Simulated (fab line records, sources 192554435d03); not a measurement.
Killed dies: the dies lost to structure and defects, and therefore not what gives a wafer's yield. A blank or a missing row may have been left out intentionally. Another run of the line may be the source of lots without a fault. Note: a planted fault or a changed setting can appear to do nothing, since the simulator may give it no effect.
Comparing a struck lot with a sound one    flow n5_finfet    39 out of 1938 route steps
Sound: the wafers L421.1, L421.2, L421.3. Struck: wafers L444.2, L444.4. (L444.6 of the same lot was not struck and is left out.) The cause comes at the end.
For every step that has rows: the tool of each side, followed by ch and its chambers, followed by its first start. Under that, the readings that differ: sound wafers    struck wafers    difference of the means    sigmas: that difference in standard deviations of wafers without a fault.
alike: words and numbers the same on both sides, and readings whose means are apart by under 2 such deviations; not compared: readings that were withheld, readings missing a value for some wafer, numbers with overlapping values and no deviation given by the record, and bounds like >300 which may hide the same value.
A row with sigmas, a row that says differs or no value, or rows on one side alone: a step with any of these is where the two part. Non-overlapping numbers with no deviation appear without sigmas and do not part them. Lack of a reading on every wafer of one side parts them only where that side has two or more wafers.

first, 9 steps without rows for these wafers: N5_BEOL_M4_ANNEAL_95 (time 240 s); N5_BEOL_M4_SPUTTER_96 (material Cu, target thk 4.5 nm, time 8.29 s); N5_BEOL_M4_ECD_50 (material Cu, target thk 300 nm); N5_BEOL_M4_ANNEAL_51 (time 90 s); N5_BEOL_M4_CMP_52 (polishes, stops on SiOC, t overpolish 6.8 s, target thk 40 nm); N5_BEOL_M4_PRE_CLEAN_60 (time 15 s); N5_BEOL_M4_CO_CAP_55 (material Co, precursor CCTBA/H2, target thk 2 nm, time 102.1 s); N5_BEOL_M4_PRE_CLEAN_56 (time 15 s); N5_BEOL_M4_DEP_57 (deposits SiCN from 3MS/NH3, target thk 8 nm, time 14 s).
N5_BEOL_M4_RC_MEAS_101:
  sound on prober-01 ch 0, day 7 14:26; struck on prober-01 ch 0, day 14 09:36
  alike: DIBL_N, DIBL_P, IOFF_N, IOFF_P, ION_N, ION_P, SS_N, SS_P, VT_N, VT_P
then, 24 steps without rows for these wafers: N5_BEOL_M5_ILD_DEP_00 (deposits SiCOH lowk from DEMS/porogen, target thk 140.64 nm, time 25.9 s); N5_BEOL_M5_CURE_79 (cures SiCOH lowk, time 240 s); N5_BEOL_M5_PECVD_70 (deposits SiO2 from TEOS/O2, target thk 16 nm, time 18 s); N5_BEOL_M5_HM_DEP_02 (deposits TiN, target thk 20 nm); N5_BEOL_M5_COAT_59 (time 60 s, resist thk 60 nm); N5_BEOL_M5_COAT_60 (time 60 s, resist thk 12 nm); N5_BEOL_M5_COAT_71 (time 60 s, resist thk 5 nm); N5_BEOL_M5_COAT_05 (resist thk 30 nm); N5_BEOL_M5_EBR_07; N5_BEOL_M5_SOFTBAKE_06 (time 60 s); N5_BEOL_M5_EXPOSE_08 (exposes mask M5, target cd 28 nm); N5_BEOL_M5_PEB_09 (peb time 60 s); N5_BEOL_M5_DEVELOP_10 (develop time 30 s); N5_BEOL_M5_DESCUM_16 (chemistry O2, time 7 s); N5_BEOL_M5_ETCH_72 (etches underlayer in N2/H2, target depth 6.5 nm, time 5.2 s); N5_BEOL_M5_ETCH_61 (etches SiARC in CF4, target depth 15.6 nm, time 26 s); N5_BEOL_M5_ETCH_62 (etches SOC in N2/H2, target depth 75 nm, overetch 15 nm, time 112.5 s); N5_BEOL_M5_STRIP_63 (strips in N2/H2); N5_BEOL_M5_STRIP_73 (strips in N2/H2); N5_BEOL_M5_STRIP_64 (strips in CF4); N5_BEOL_M5_HM_OPEN_17 (chemistry Cl2/BCl3, target TiN, target depth 20 nm, overetch 6 nm); N5_BEOL_M5_STRIP_19 (strips in O2); N5_BEOL_M5_COAT_65 (time 60 s, resist thk 60 nm); N5_BEOL_M5_COAT_66 (time 60 s, resist thk 12 nm).
N5_BEOL_M8_HM_DEP_02: deposits TiN, target thk 20 nm.
  sound: pvd_sputter-01 at day 8 16:49; struck: pvd_sputter-01 at day 15 14:04
reading                                     sound         struck     difference  sigmas
model.TiN_of_BEOL_M8_HM_DEP_02.thk_nm (nm)  19.8 20 19.6  26.4 26.6  +6.7        
  alike: throttle_valve_pct
N5_BEOL_M8_HM_OPEN_17: chemistry Cl2/BCl3, target TiN, target depth 20 nm, overetch 6 nm.
  sound on rie_metal-01 ch 0,1, day 8 17:41; struck on rie_metal-02 ch 0,1, day 15 15:08
reading                   sound              struck       difference  sigmas
oes_product_au (a.u.)     0.68 0.59 0.58     0.79 0.91    +0.23       +2
model.etch.depth_nm (nm)  19.81 19.91 19.64  24.82 25.82  +5.53       
  alike: drypump_motor_current_A, mfc_cl2_sccm, throttle_valve_pct
  not compared: rf_hours_counter_h
N5_BEOL_M8_TRENCH_ETCH_37: etches SiCOH lowk in C4F6/O2, target depth 93.478 nm, time 31.2 s.
  sound: rie_diel-02 ch 1,2,3; struck: rie_diel-06 ch 1,2
reading                                     sound              struck       difference  sigmas
rf_hours_counter_h (h)                      85 77 66           168 94       +55         
throttle_valve_pct (%)                      20.74 20.95 20.59  20.98 21.10  +0.28       +2
model.TiN_of_BEOL_M8_HM_DEP_02.thk_nm (nm)  17.2 17.2 17       23.8 23.8    +6.7        
  alike: drypump_motor_current_A, oes_product_au, rf_vpp_V, showerhead_plenum_p_Torr
N5_BEOL_M8_OCD_MEAS_38:
  sound: ocd-02 at day 8 19:08; struck: ocd-01 at day 15 17:43
reading               sound           struck     difference  sigmas
trench_depth_nm (nm)  93.4 92.2 94.3  75.4 91.9  -9.6        -7
-- a jump in the record: the struck wafers' starts before and after are 3 days apart (it breaks off in module BEOL_M8 and resumes in module PASSIVATION, where the first step shown is number 1936 of the route) --
N5_PASSIVATION_PROBE_49:
  record: rows for the struck wafers here (prober-01, day 18 08:16), none for the sound ones

== WHERE THEY PART ==
Earliest at N5_BEOL_M8_HM_OPEN_17; latest, in this record, at N5_PASSIVATION_PROBE_49.

WHY: whatever the simulator had introduced
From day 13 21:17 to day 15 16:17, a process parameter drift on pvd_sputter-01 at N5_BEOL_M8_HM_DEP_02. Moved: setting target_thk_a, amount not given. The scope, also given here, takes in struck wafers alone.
